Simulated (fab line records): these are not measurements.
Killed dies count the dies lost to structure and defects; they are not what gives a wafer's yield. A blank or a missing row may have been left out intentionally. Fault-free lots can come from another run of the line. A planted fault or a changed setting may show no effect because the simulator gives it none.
A lot that was struck, set against a sound lot :: flow n5_finfet :: 21 steps out of a route of 1938
Sound: the wafers L169.1, L169.3, L169.6. The struck wafers were L181.1, L181.3, L181.6. Last of all comes the cause.
At each step with rows: each side's tool, then ch and its chambers, then its first start. Under that, the readings that differ: sound wafers :: struck wafers :: difference of the means :: sigmas: that difference in standard deviations of wafers without a fault.
alike: same words and numbers on both sides, and readings whose means sit less than 2 such deviations apart. not compared: any withheld reading, any reading some wafer has no value for, any bound like >300 that may hide the same value, and any number with overlapping values for which the record gives no deviation.
Wherever a step has rows on one side only, a row that says differs or no value, or a row with sigmas, the two part there. Numbers that don't overlap but have no deviation are shown without sigmas and don't part them. Lack of a reading on every wafer of one side parts them only where that side has two or more wafers.

first, 10 steps without rows for these wafers: N5_BEOL_M15_DESCUM_15 (chemistry O2, time 7.9 s); N5_BEOL_M15_ETCH_59 (etches BARC in N2/H2, target depth 89 nm, overetch 26.7 nm, time 67.9 s); N5_BEOL_M15_VIA_ETCH_16 (etches SiO2 in C4F8/O2/Ar, target depth 1792.2 nm); N5_BEOL_M15_STRIP_63 (strips in O2); N5_BEOL_M15_STRIP_64 (strips in O2); N5_BEOL_M15_STRIP_65 (strips in post etch residue remover, time 60 s); N5_BEOL_M15_SRD_66 (time 30 s, dry time 30 s); N5_BEOL_M15_COAT_56 (time 60 s, resist thk 550 nm); N5_BEOL_M15_ETCH_57 (etches SOC in N2/H2, time 750 s); N5_BEOL_M15_COAT_60 (time 60 s, resist thk 89 nm).
N5_BEOL_M15_COAT_22: resist thk 800 nm.
  sound on litho_track-02 ch 0, day 13 17:59; struck on litho_track-02 ch 0, day 16 14:11
reading: spin_speed_rpm (rpm)
sound: 1704.5 1705.6 1703.9
struck: 1491.9 1493.4 1493.1
difference: -211.9
sigmas: -99 or more

reading: model.coat_of_BEOL_M15_COAT_22.thk_nm (nm)
sound: 801.6 800.4 796.8
struck: 854.2 849.8 852.4
difference: +52.5
sigmas: 
then, 8 steps without rows for these wafers: N5_BEOL_M15_EBR_24; N5_BEOL_M15_SOFTBAKE_23 (time 60 s); N5_BEOL_M15_EXPOSE_25 (exposes mask M15, target cd 400 nm); N5_BEOL_M15_PEB_26 (peb time 90 s); N5_BEOL_M15_DEVELOP_27 (develop time 45 s); N5_BEOL_M15_HARDBAKE_32 (time 120 s); N5_BEOL_M15_DESCUM_33 (chemistry O2, time 7.9 s); N5_BEOL_M15_ETCH_61 (etches BARC in N2/H2, target depth 89 nm, overetch 26.7 nm, time 67.9 s).
N5_BEOL_M15_TRENCH_ETCH_34: etches SiO2 in C4F8/O2/Ar, target depth 872.93 nm, time 199 s.
  sound on rie_diel-06 ch 0,2, day 13 18:34; struck on rie_diel-06 ch 0,1,2, day 16 15:17
reading: model.coat_of_BEOL_M15_COAT_22.thk_nm (nm)
sound: 548.6 551 543
struck: 608 601 596.6
difference: +54
sigmas: 
  alike: drypump_motor_current_A, he_inner_torr, oes_product_au, rf_vpp_V, showerhead_plenum_p_Torr, throttle_valve_pct
  not compared: rf_hours_counter_h
N5_PASSIVATION_PROBE_49:
  struck on prober-01, day 17 08:06; sound on prober-02, day 14 12:14
reading: killed_at_other
sound: 7 12 8
struck: 1 0 2
difference: -8
sigmas: -2
  alike: defect_limited_yield, killed_at_M0_to_M3, killed_at_M4_up, killed_at_contacts, killed_at_front_end, killed_dies, killed_open, killed_short, sort_bin_5_function, sort_bin_6_memory, sort_bin_8_speed, sort_n_pass, sort_yield_pct

== WHERE THEY PART ==
At N5_BEOL_M15_COAT_22 first; at N5_PASSIVATION_PROBE_49 last (within this record only).

WHY: whatever the simulator had introduced
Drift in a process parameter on litho_track-02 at N5_BEOL_M15_COAT_22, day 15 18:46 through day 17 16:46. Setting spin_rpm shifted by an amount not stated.
